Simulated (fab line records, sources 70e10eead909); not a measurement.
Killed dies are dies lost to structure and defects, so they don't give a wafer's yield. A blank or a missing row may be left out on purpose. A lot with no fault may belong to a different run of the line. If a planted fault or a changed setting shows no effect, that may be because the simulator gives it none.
fab line records | flow nand-harc
record lots=24 wafers=72 last-day=34
route steps=1302 shown P_M1@303 P_M2@333 P_BONDPAD@377
lots that met no fault: taken from a fault-free run of the same line
start-h: the number of hours between the record's first day and the start of the first shown wafer of the lot | wait-h: time in hours since the lot's previous step | " unchanged from the row above | L1.1+2: a single row standing in for several wafers | - value missing, or start not given | * or withheld: withheld | < > ~ a bound
route shown NAME@n: a module of which the file shows steps, and the number in the route of the first | usual: the fault-free wafers' mean and standard deviation | same: alike in all rows | chamber/n: place in a boat | sites: per-site readings | _std_site: standard deviation across them | _edge_site: outer sites' mean less inner sites' | radius-mm: for every site, how far away it sits from the centre of the wafer | mask NAME#n: copy n | behind: the last tool/chamber to shape the wafer | hold: reason for holding the lot/hours on hold/outcome of the hold | device: which transistor (n, p or np) failed to switch | end of line: at the end of the route, the tests of the same wafers | a step with no rows: only its recipe | killed: dies that structure and defects cost at the first sort, which is not the same as the wafer's yield | map: shows each die of a wafer: x if killed, . if not, _ if none is there
set.NAME: setting as actually run; set.NAME@STEP: the setting as run at that earlier step | model.NAME: the simulator's own value behind a step, which no gauge read
route steps across a sampled set of lots; one table per step, one row per wafer
services: from which hour (start-h, from the record's first day; less than 0 if before it) a tool's chamber was out of use, for how many hours, and why
## steps
# step NHARC_P_M1_ETCH_28
# recipe target-depth-a=300 over-etch-frac=0.3 time-s=72.99 ion-energy-ev=150 cf4-flow-sccm=50 n2-flow-sccm=100 ar-flow-sccm=150 rf-w=300 bias-w=100 chemistry=CF4/N2
# usual drypump-motor-current-A=5.9/0.36 n2-flow-sccm=100.0/0.32 oes-product-au=1.002/0.0084 rf-vpp-V=313.9/2.1 showerhead-plenum-p-Torr=2.61/0.11 throttle-valve-pct=19.792/0.01
# columns lot.wafer tool chamber start-h wait-h drypump-motor-current-A n2-flow-sccm oes-product-au rf-hours-counter-h rf-vpp-V showerhead-plenum-p-Torr throttle-valve-pct
L075.4 rie-diel-12 2 - - 5.6 99.5 1.003 3 313.6 2.69 19.800
L075.3 " 3 " " 5.8 99.9 1.006 3 312.5 2.50 19.787
L075.2 " 0 " " 5.6 100.0 0.994 3 312.1 2.49 19.795
L076.2 rie-diel-12 1 - - 5.4 99.9 1.001 4 316.2 2.75 19.778
L076.3 " 2 " " 5.5 100.0 1.010 4 314.5 2.69 19.790
L076.6 " 1 " " 5.4 100.0 1.002 - 317.5 2.75 19.807
L077.1 rie-diel-12 1 - - 5.4 99.6 1.003 4 316.5 2.75 19.796
L077.5 " 3 " " 5.8 100.8 1.008 - 311.9 2.50 19.790
L077.6 " 0 " " 5.5 99.6 0.995 - 311.9 2.49 19.790
L074.4 rie-diel-09 0 - - 5.7 100.3 1.003 1 313.3 2.54 19.804
L074.6 " 2 " " 6.5 100.3 1.006 - 315.3 2.73 19.793
L074.5 " 3 " " 6.3 99.7 1.013 - 310.9 2.48 19.783
L078.1 rie-diel-09 3 - - 6.3 99.9 1.002 2 310.6 2.48 19.800
L078.4 " 0 " " 5.7 100.3 0.992 2 312.9 2.54 19.796
L078.6 " 0 " " 5.7 100.1 1.003 - 313.8 2.54 19.794
L079.4 rie-diel-09 1 - - 6.0 99.7 1.006 2 315.5 2.73 19.796
L079.1 " 2 " " 6.5 100.1 1.003 2 315.4 2.73 19.797
L079.5 " 0 " " 5.8 100.2 0.987 - 312.4 2.54 19.787
L080.4 rie-diel-09 2 - - 6.5 100.3 1.005 2 316.2 2.73 19.790
L080.6 " 1 " " 6.0 99.5 1.004 - 315.6 2.73 19.778
L080.5 " 2 " " 6.5 100.7 1.007 - 315.1 2.73 19.802
L081.3 rie-diel-09 0 - - 5.7 99.7 0.991 4 313.3 2.54 19.799
L081.4 " 3 " " 6.3 100.5 0.993 4 312.3 2.47 19.787
L081.6 " 1 " " 6.0 100.3 1.005 - 314.8 2.73 19.784
L082.2 rie-diel-09 2 - - 6.5 99.4 1.006 4 317.1 2.73 19.800
L082.4 " 3 " " 6.3 100.0 1.001 5 312.5 2.47 19.794
L082.5 " 3 " " 6.3 100.2 1.003 - 311.8 2.47 19.800
L083.2 rie-diel-09 1 - - 6.0 100.3 1.017 4 315.3 2.73 19.772
L083.5 " 3 " " 6.3 99.6 1.002 - 311.4 2.47 19.788
L083.6 " 0 " " 5.8 100.3 0.990 - 312.9 2.54 19.790
L085.3 rie-diel-09 0 - - 5.8 99.5 0.990 7 313.5 2.54 19.794
L085.6 " 0 " " 5.8 99.7 1.015 - 313.3 2.54 19.786
L085.5 " 1 " " 6.0 99.8 1.017 - 316.3 2.73 19.786
L084.1 rie-diel-09 1 - - 6.0 100.2 1.014 7 315.4 2.73 19.797
L084.2 " 2 " " 6.5 99.9 1.004 7 315.5 2.73 19.806
L084.5 " 1 " " 6.1 100.0 1.005 - 316.2 2.73 19.795
L086.1 rie-diel-12 3 - - 5.8 100.0 1.009 11 311.5 2.50 19.791
L086.4 " 1 " " 5.4 99.9 1.005 11 316.0 2.75 19.783
L086.6 " 2 " " 5.6 100.4 1.014 - 315.3 2.68 19.793
L087.2 rie-diel-09 1 - - 6.0 99.8 1.005 10 315.8 2.73 19.798
L087.5 " 0 " " 5.7 100.5 0.993 - 311.1 2.54 19.791
L087.6 " 1 " " 6.0 100.2 1.010 - 315.8 2.73 19.788
L088.3 rie-diel-12 1 - - 5.4 100.4 0.988 0 316.3 2.75 19.786
L088.1 " 2 " " 5.5 99.9 0.998 0 314.9 2.68 19.786
L088.2 " 3 " " 5.8 99.7 1.007 0 312.7 2.50 19.799
L089.3 rie-diel-09 1 - - 6.0 100.0 1.012 10 315.8 2.73 19.794
L089.2 " 2 " " 6.5 99.7 1.010 10 315.3 2.72 19.808
L089.4 " 3 " " 6.3 100.0 1.001 12 312.1 2.47 19.783
L090.1 rie-diel-09 2 - - 6.5 100.5 1.001 10 314.8 2.72 19.776
L090.4 " 3 " " 6.3 100.5 1.009 12 310.3 2.47 19.783
L090.2 " 1 " " 6.1 99.8 0.998 11 315.9 2.73 19.802
L091.3 rie-diel-02 2 - - 6.1 99.8 1.004 25 317.3 2.66 19.780
L091.4 " 3 " " 6.1 100.4 0.989 20 312.7 2.49 19.808
L091.5 " 1 " " 5.8 99.9 1.008 - 311.2 2.53 19.799
L093.2 rie-diel-12 3 - - 5.8 99.9 0.994 1 312.2 2.50 19.787
L093.1 " 0 " " 5.5 99.7 1.005 1 311.1 2.49 19.798
L093.5 " 0 " " 5.5 99.3 0.999 - 311.4 2.49 19.777
L092.2 rie-diel-12 1 - - 5.4 99.8 0.995 1 317.4 2.75 19.792
L092.3 " 2 " " 5.5 99.8 0.999 1 315.5 2.68 19.803
L092.5 " 1 " " 5.4 100.2 0.996 - 316.2 2.75 19.786
L094.4 rie-diel-12 1 - - 5.4 99.9 0.998 2 316.9 2.75 19.791
L094.3 " 3 " " 5.8 99.8 0.992 2 312.1 2.50 19.803
L094.6 " 2 " " 5.5 100.2 0.997 - 315.9 2.68 19.812
L095.4 rie-diel-12 1 - - 5.4 100.2 1.003 3 315.7 2.75 19.818
L095.5 " 3 " " 5.9 100.3 1.005 - 312.3 2.50 19.783
L095.6 " 0 " " 5.5 100.1 1.022 - 311.3 2.49 19.780
L096.3 rie-diel-09 3 - - 6.3 99.7 1.005 1 311.9 2.47 19.802
L096.4 " 3 " " 6.3 99.8 1.005 - 311.1 2.47 19.796
L096.6 " 0 " " 5.7 99.9 0.997 - 314.2 2.54 19.774
L097.1 rie-diel-09 3 - - 6.3 100.0 1.017 2 311.9 2.47 19.786
L097.4 " 1 " " 6.0 99.6 0.997 2 315.5 2.73 19.793
L097.6 " 3 " " 6.3 100.3 1.014 - 312.5 2.47 19.796
# step NHARC_P_M1_ANNEAL_31
# recipe temp-c=225 time-s=90
# usual anneal-temp-c=225.00/0.19 anneal-temp-c-max=226.1/0.35 wafer_temp_C_max=226.5/0.56
# columns lot.wafer tool chamber start-h wait-h anneal-temp-c anneal-temp-c-max wafer_temp_C_max
L075.2 rtp-anneal-01 0 144.00 0.3 225.02 226.3 226.6
L075.3 " 0 " " 225.01 226.5 226.9
L075.4 " 0 " " 225.06 226.4 226.5
L076.2 rtp-anneal-01 0 156.10 - 224.94 226.2 226.8
L076.3 " 0 " " 225.06 226.2 227.0
L076.6 " 0 " " 224.87 226.0 226.7
L077.1 rtp-anneal-01 0 161.31 0.3 224.99 226.3 227.2
L077.5 " 0 " " 224.67 225.8 227.0
L077.6 " 0 " " 224.97 226.1 226.8
L074.4 rtp-anneal-01 0 163.63 - 224.98 226.3 227.1
L074.5 " 0 " " 224.93 226.0 226.9
L074.6 " 0 " " 225.06 226.5 227.0
L078.1 rtp-anneal-01 0 168.11 - 224.89 225.8 226.8
L078.4 " 0 " " 224.93 225.9 226.5
L078.6 " 0 " " 224.66 225.7 227.3
L079.1 rtp-anneal-01 0 176.07 0.3 224.91 226.6 227.0
L079.4 " 0 " " 224.61 225.8 227.0
L079.5 " 0 " " 224.78 226.2 226.6
L080.4 rtp-anneal-02 0 188.71 - 224.98 225.7 226.5
L080.5 " 0 " " 225.02 225.8 225.9
L080.6 " 0 " " 224.97 225.8 226.1
L081.3 rtp-anneal-01 0 198.23 - 224.74 225.8 226.8
L081.4 " 0 " " 224.43 225.7 227.2
L081.6 " 0 " " 224.52 226.1 226.5
L082.2 rtp-anneal-02 0 212.10 0.3 224.87 225.6 225.8
L082.4 " 0 " " 224.89 225.6 225.8
L082.5 " 0 " " 225.15 225.7 225.6
L083.2 rtp-anneal-02 0 216.58 0.3 225.30 226.1 225.9
L083.5 " 0 " " 225.29 226.1 225.7
L083.6 " 0 " " 225.11 226.0 226.1
L085.3 rtp-anneal-02 0 237.37 - 225.19 226.0 226.1
L085.5 " 0 " " 225.07 226.0 226.1
L085.6 " 0 " " 225.01 225.6 225.8
L084.1 rtp-anneal-02 0 240.04 - 224.90 225.6 226.0
L084.2 " 0 " " 225.13 225.8 225.8
L084.5 " 0 " " 225.24 226.0 226.5
L086.1 rtp-anneal-02 0 247.75 - 225.29 226.2 225.3
L086.4 " 0 " " 225.04 226.0 225.8
L086.6 " 0 " " 225.24 225.9 225.7
L087.2 rtp-anneal-01 0 278.11 0.3 224.70 226.4 227.4
L087.5 " 0 " " 224.99 226.2 227.0
L087.6 " 0 " " 225.02 226.4 226.7
L088.1 rtp-anneal-01 0 278.93 0.3 225.25 226.6 226.9
L088.2 " 0 " " 224.97 226.0 226.9
L088.3 " 0 " " 225.26 226.4 227.5
L089.2 rtp-anneal-01 0 291.93 0.4 224.79 225.9 226.3
L089.3 " 0 " " 224.98 225.9 226.9
L089.4 " 0 " " 224.94 226.3 227.2
L090.1 rtp-anneal-01 0 293.05 0.3 225.20 226.3 226.6
L090.2 " 0 " " 225.08 226.6 226.6
L090.4 " 0 " " 225.08 226.2 226.2
L091.3 rtp-anneal-01 0 299.70 0.3 225.21 226.6 227.1
L091.4 " 0 " " 225.36 226.7 226.5
L091.5 " 0 " " 224.94 226.2 227.1
L093.1 rtp-anneal-01 0 311.67 0.3 224.95 226.5 226.0
L093.2 " 0 " " 225.06 226.5 227.6
L093.5 " 0 " " 224.91 226.3 227.5
L092.2 rtp-anneal-02 0 313.85 - 225.38 226.1 226.2
L092.3 " 0 " " 225.05 225.8 225.8
L092.5 " 0 " " 224.87 225.5 225.9
L094.3 rtp-anneal-02 0 325.27 - 225.07 225.7 225.8
L094.4 " 0 " " 225.05 225.7 226.0
L094.6 " 0 " " 225.22 226.1 226.0
L095.4 rtp-anneal-01 0 341.10 0.4 225.04 226.5 226.6
L095.5 " 0 " " 224.95 226.5 226.6
L095.6 " 0 " " 225.19 226.4 226.7
L096.3 rtp-anneal-02 0 345.86 - 225.03 225.5 225.8
L096.4 " 0 " " 225.04 225.7 225.8
L096.6 " 0 " " 225.06 225.7 225.8
L097.1 rtp-anneal-02 0 356.48 - 224.67 225.2 226.2
L097.4 " 0 " " 224.69 225.4 226.1
L097.6 " 0 " " 224.74 225.4 225.8
# step NHARC_P_M1_PRE_CLEAN_32
# recipe time-s=12 temp-c=370 rf-power-w=300 gas=NH3
# usual heater-power-w=636/74
# columns lot.wafer tool chamber start-h wait-h heater-power-w
L075.2 pecvd-03 2 144.83 0.1 711
L075.3 " 1 " " 602
L075.4 " 1 " " 593
L076.3 pecvd-04 0 156.96 0.1 556
L076.2 " 1 " " 637
L076.6 " 2 " " 834
L077.1 pecvd-04 2 162.23 0.1 763
L077.6 " 0 " " 639
L077.5 " 1 " " 650
L074.4 pecvd-03 2 164.43 0.1 595
L074.6 " 2 " " 591
L074.5 " 1 " " 579
L078.1 pecvd-01 1 169.02 0.1 731
L078.6 " 2 " " 621
L078.4 " 0 " " 607
L079.1 pecvd-01 2 176.96 0.1 630
L079.5 " 2 " " 629
L079.4 " 0 " " 657
L080.6 pecvd-01 1 189.48 0.1 754
L080.5 " 2 " " 620
L080.4 " 0 " " 688
L081.3 pecvd-03 1 199.01 0.1 597
L081.4 " 1 " " 603
L081.6 " 2 " " 579
L082.2 pecvd-04 1 212.94 0.1 627
L082.5 " 2 " " 776
L082.4 " 0 " " 643
L083.2 pecvd-01 2 217.44 0.1 584
L083.5 " 1 " " 766
L083.6 " 2 " " 580
L085.3 pecvd-03 0 238.16 0.1 618
L085.6 " 2 " " 657
L085.5 " 1 " " 539
L084.1 pecvd-04 2 240.93 0.1 765
L084.2 " 1 " " 577
L084.5 " 2 " " 740
L086.1 pecvd-04 0 248.64 0.1 536
L086.4 " 0 " " 527
L086.6 " 1 " " 656
L087.2 pecvd-01 1 278.99 0.1 758
L087.5 " 0 " " 686
L087.6 " 2 " " 615
L088.3 pecvd-03 0 279.82 0.1 532
L088.2 " 1 " " 606
L088.1 " 2 " " 659
L089.3 pecvd-03 1 292.76 0.1 535
L089.2 " 2 " " 613
L089.4 " 2 " " 582
L090.2 pecvd-03 2 293.93 0.1 605
L090.1 " 1 " " 600
L090.4 " 0 " " 598
L091.3 pecvd-01 0 300.49 0.1 648
L091.5 " 2 " " 715
L091.4 " 1 " " 647
L093.2 pecvd-03 0 312.56 0.1 621
L093.1 " 1 " " 638
L093.5 " 2 " " 583
L092.2 pecvd-03 0 314.69 0.1 580
L092.3 " 1 " " 648
L092.5 " 2 " " 571
L094.3 pecvd-03 2 326.05 0.1 632
L094.6 " 2 " " 624
L094.4 " 1 " " 552
L095.5 pecvd-03 0 341.87 0.1 572
L095.4 " 1 " " 587
L095.6 " 2 " " 674
L096.3 pecvd-01 0 346.85 0.1 691
L096.4 " 1 " " 806
L096.6 " 2 " " 641
L097.1 pecvd-03 1 357.37 0.1 586
L097.6 " 0 " " 531
L097.4 " 1 " " 593
# step NHARC_P_M2_ETCH_15
# recipe target-depth-a=1825 time-s=91.2 c4f8-flow-sccm=withheld ar-flow-sccm=400 rf-w=600 bias-w=300 chemistry=C4F8/Ar
# usual oes-product-au=0.952/0.02 rf-vpp-V=439.6/2.3
# columns lot.wafer tool chamber start-h wait-h oes-product-au rf-hours-counter-h rf-vpp-V
L075.4 rie-diel-05 1 - - 0.960 4 439.0
L075.3 " 3 " " 0.963 4 437.7
L075.2 " 0 " " 0.964 4 439.9
L076.3 rie-diel-03 3 - - 0.930 2 437.7
L076.2 " 0 " " 0.937 3 437.5
L076.6 " 2 " " 0.939 - 437.7
L077.1 rie-diel-01 3 - - 0.935 9 442.3
L077.6 " 2 " " 0.927 - 439.0
L077.5 " 3 " " 0.928 - 441.1
L074.4 rie-diel-05 3 - - 0.963 4 439.2
L074.6 " 2 " " 0.969 - 444.0
L074.5 " 3 " " 0.966 - 438.7
L078.1 rie-diel-01 3 - - 0.928 10 441.8
L078.4 " 0 " " 0.933 9 435.5
L078.6 " 2 " " 0.923 - 438.6
L079.4 rie-diel-01 3 - - 0.938 10 441.1
L079.1 " 1 " " 0.927 9 436.9
L079.5 " 0 " " 0.935 - 436.5
L080.4 rie-diel-01 0 - - 0.934 10 437.2
L080.5 " 0 " " 0.933 - 437.6
L080.6 " 1 " " 0.922 - 438.3
L081.4 rie-diel-05 1 - - 0.957 6 438.9
L081.3 " 3 " " 0.982 5 438.1
L081.6 " 1 " " 0.964 - 439.2
L082.4 rie-diel-01 3 - - 0.996 0 443.5
L082.2 " 2 " " 0.971 0 439.0
L082.5 " 0 " " 0.987 - 438.5
L083.2 rie-diel-05 2 - - 0.963 6 443.5
L083.5 " 1 " " 0.971 - 439.1
L083.6 " 2 " " 0.966 - 444.1
L085.3 rie-diel-05 1 - - 0.971 0 439.2
L085.6 " 2 " " 0.973 - 443.9
L085.5 " 3 " " 0.974 - 437.4
L084.1 rie-diel-05 2 - - 0.955 0 444.8
L084.2 " 0 " " 0.973 0 440.6
L084.5 " 1 " " 0.953 - 439.3
L086.1 rie-diel-03 3 - - 0.922 6 438.6
L086.4 " 0 " " 0.940 7 437.5
L086.6 " 2 " " 0.939 - 437.6
L087.2 rie-diel-05 2 - - 0.959 2 443.0
L087.5 " 3 " " 0.981 - 437.9
L087.6 " 0 " " 0.984 - 439.4
L088.1 rie-diel-05 2 - - 0.948 2 444.5
L088.2 " 3 " " 0.975 2 438.8
L088.3 " 0 " " 0.973 2 437.9
L089.4 rie-diel-05 3 - - 0.951 3 439.8
L089.2 " 0 " " 0.968 2 439.3
L089.3 " 2 " " 0.946 2 445.0
L090.2 rie-diel-05 3 - - 0.956 3 438.4
L090.1 " 0 " " 0.959 2 438.8
L090.4 " 1 " " 0.977 1 439.2
L091.3 rie-diel-01 0 - - 0.941 7 437.4
L091.4 " 3 " " 0.929 6 440.8
L091.5 " 0 " " 0.933 - 435.6
L093.2 rie-diel-01 3 - - 0.918 6 440.5
L093.1 " 1 " " 0.928 7 437.9
L093.5 " 2 " " 0.923 - 438.9
L092.2 rie-diel-01 3 - - 0.927 7 441.9
L092.3 " 0 " " 0.942 8 434.3
L092.5 " 2 " " 0.924 - 439.4
L094.3 rie-diel-03 3 - - 0.938 3 437.9
L094.4 " 0 " " 0.935 3 439.0
L094.6 " 1 " " 0.937 - 442.9
L095.6 rie-diel-05 3 - - 0.964 - 440.1
L095.4 " 0 " " 0.967 - 439.1
L095.5 " 1 " " 0.962 - 440.9
L096.3 rie-diel-05 3 - - 0.958 6 437.3
L096.4 " 0 " " 0.969 - 439.7
L096.6 " 1 " " 0.963 - 439.6
L097.4 rie-diel-05 3 - - 0.970 6 439.0
L097.1 " 0 " " 0.976 6 439.6
L097.6 " 1 " " 0.980 - 438.6
# step NHARC_P_M2_THK_MEAS_24
# recipe thk-meas-gauge=xrf
# usual thk-nm=144.2/1.4
# columns lot.wafer tool chamber start-h wait-h thk-nm
L075.2 film-metro-01 - 148.93 - 142.1
L075.3 " - " " 140.7
L075.4 " - " " 141.5
L076.2 film-metro-02 - 161.01 - 146.2
L076.3 " - " " 144.8
L076.6 " - " " 145.1
L077.1 film-metro-01 - 166.00 - 146.8
L077.5 " - " " 143.0
L077.6 " - " " 146.2
L074.4 film-metro-01 - 168.47 - 142.7
L074.5 " - " " 145.5
L074.6 " - " " 146.6
L078.1 film-metro-02 - 172.96 - 144.9
L078.4 " - " " 145.4
L078.6 " - " " 143.9
L079.1 film-metro-02 - 180.84 - 143.8
L079.4 " - " " 143.3
L079.5 " - " " 144.6
L080.4 film-metro-01 - 193.23 - 146.0
L080.5 " - " " 142.9
L080.6 " - " " 144.4
L081.3 film-metro-02 - 202.81 - 141.9
L081.4 " - " " 143.6
L081.6 " - " " 143.2
L082.2 film-metro-02 - 216.74 - 144.6
L082.4 " - " " 144.5
L082.5 " - " " 143.7
L083.2 film-metro-01 - 221.35 - 144.4
L083.5 " - " " 141.3
L083.6 " - " " 144.9
L085.3 film-metro-02 - 242.07 - 143.1
L085.5 " - " " 144.4
L085.6 " - " " 142.1
L084.1 film-metro-02 - 244.77 - 145.9
L084.2 " - " " 145.4
L084.5 " - " " 140.5
L086.1 film-metro-02 - 252.63 - 144.2
L086.4 " - " " 145.4
L086.6 " - " " 143.4
L087.2 film-metro-01 - 282.78 - 141.1
L087.5 " - " " 146.6
L087.6 " - " " 143.2
L088.1 film-metro-01 - 283.81 - 142.7
L088.2 " - " " 145.4
L088.3 " - " " 146.2
L089.2 film-metro-02 - 296.73 - 143.8
L089.3 " - " " 144.0
L089.4 " - " " 143.0
L090.1 film-metro-01 - 297.98 - 144.4
L090.2 " - " " 142.3
L090.4 " - " " 145.5
L091.3 film-metro-01 - 304.53 - 143.3
L091.4 " - " " 144.2
L091.5 " - " " 143.7
L093.1 film-metro-01 - 316.53 - 143.7
L093.2 " - " " 144.8
L093.5 " - " " 143.1
L092.2 film-metro-02 - 318.90 - 142.2
L092.3 " - " " 145.1
L092.5 " - " " 144.5
L094.3 film-metro-02 - 329.99 - 145.8
L094.4 " - " " 144.5
L094.6 " - " " 146.1
L095.4 film-metro-01 - 345.79 - 144.3
L095.5 " - " " 143.5
L095.6 " - " " 147.3
L096.3 film-metro-01 - 350.71 - 142.6
L096.4 " - " " 145.9
L096.6 " - " " 144.8
L097.1 film-metro-01 - 361.15 - 145.1
L097.4 " - " " 144.6
L097.6 " - " " 143.2
# step NHARC_P_BONDPAD_PVD_27
# recipe target-thk-a=300 chamber-pressure-pa=5 power-w=5000 substrate-temp-c=30 time-s=20.49 material=Cu
# usual throttle-valve-pct=29.8/0.98
# columns lot.wafer tool chamber start-h wait-h throttle-valve-pct
L075.3 pvd-sputter-02 - - - 29.2
L075.2 " - " " 30.3
L075.4 " - " " 28.5
L076.3 pvd-sputter-02 - - - 30.6
L076.2 " - " " 30.5
L076.6 " - " " 29.0
L077.1 pvd-sputter-03 - - - 28.2
L077.5 " - " " 28.0
L077.6 " - " " 30.4
L074.4 pvd-sputter-02 - - - 29.2
L074.6 " - " " 30.4
L074.5 " - " " 30.4
L078.1 pvd-sputter-02 - - - 30.7
L078.4 " - " " 30.8
L078.6 " - " " 30.6
L079.4 pvd-sputter-03 - - - 28.9
L079.1 " - " " 29.5
L079.5 " - " " 28.8
L080.4 pvd-sputter-01 - - - 29.6
L080.6 " - " " 28.4
L080.5 " - " " 29.5
L081.4 pvd-sputter-01 - - - 28.5
L081.3 " - " " 30.9
L081.6 " - " " 28.3
L082.2 pvd-sputter-02 - - - 30.6
L082.4 " - " " 29.0
L082.5 " - " " 30.7
L083.2 pvd-sputter-01 - - - 29.4
L083.5 " - " " 28.5
L083.6 " - " " 29.4
L085.3 pvd-sputter-03 - - - 29.5
L085.6 " - " " 29.7
L085.5 " - " " 31.2
L084.2 pvd-sputter-03 - - - 31.0
L084.1 " - " " 30.0
L084.5 " - " " 29.6
L086.4 pvd-sputter-01 - - - 31.2
L086.1 " - " " 28.6
L086.6 " - " " 31.0
L087.2 pvd-sputter-01 - - - 28.8
L087.6 " - " " 31.2
L087.5 " - " " 28.8
L088.3 pvd-sputter-03 - - - 29.5
L088.1 " - " " 28.6
L088.2 " - " " 30.2
L089.3 pvd-sputter-02 - - - 28.4
L089.4 " - " " 29.0
L089.2 " - " " 28.9
L090.4 pvd-sputter-01 - - - 31.2
L090.1 " - " " 28.9
L090.2 " - " " 28.7
L091.3 pvd-sputter-01 - - - 30.9
L091.4 " - " " 28.7
L091.5 " - " " 30.6
L093.1 pvd-sputter-03 - - - 29.6
L093.2 " - " " 31.0
L093.5 " - " " 30.0
L092.3 pvd-sputter-03 - - - 29.8
L092.2 " - " " 31.3
L092.5 " - " " 31.3
L094.4 pvd-sputter-02 - - - 28.5
L094.3 " - " " 28.6
L094.6 " - " " 28.8
L095.4 pvd-sputter-02 - - - 31.2
L095.6 " - " " 29.0
L095.5 " - " " 29.3
L096.3 pvd-sputter-01 - - - 28.8
L096.4 " - " " 30.6
L096.6 " - " " 28.7
L097.4 pvd-sputter-01 - - - 28.8
L097.1 " - " " 30.5
L097.6 " - " " 30.9
## services
# columns tool chamber start-h hours kind
pecvd-01 - 130.18 13.0 pm
rie-diel-09 - 143.17 9.0 pm
pecvd-01 - 146.28 2.0 repair
pecvd-03 0 154.11 12.2 repair
pvd-sputter-03 - 170.00 10.0 pm
pecvd-01 - 179.51 1.4 repair
pecvd-03 - 185.40 13.0 pm
rie-diel-01 - 204.55 9.0 pm
pvd-sputter-01 - 226.00 10.0 pm
rie-diel-05 - 229.60 9.0 pm
rie-diel-12 0 233.40 5.0 repair
rie-diel-05 1 244.46 19.5 repair
rie-diel-09 1 251.16 3.1 repair
rie-diel-12 - 268.40 9.0 pm
pvd-sputter-01 - 269.80 2.5 repair
pecvd-03 - 276.67 0.6 repair
pvd-sputter-02 - 282.00 10.0 pm
rie-diel-09 2 306.85 2.8 repair
pecvd-01 - 311.18 13.0 pm
rie-diel-01 0 312.79 3.5 repair
rie-diel-09 - 320.17 9.0 pm
pecvd-01 - 329.90 0.8 repair
rie-diel-05 2 334.39 21.2 repair
rie-diel-09 2 339.67 7.1 repair
## key
fault none
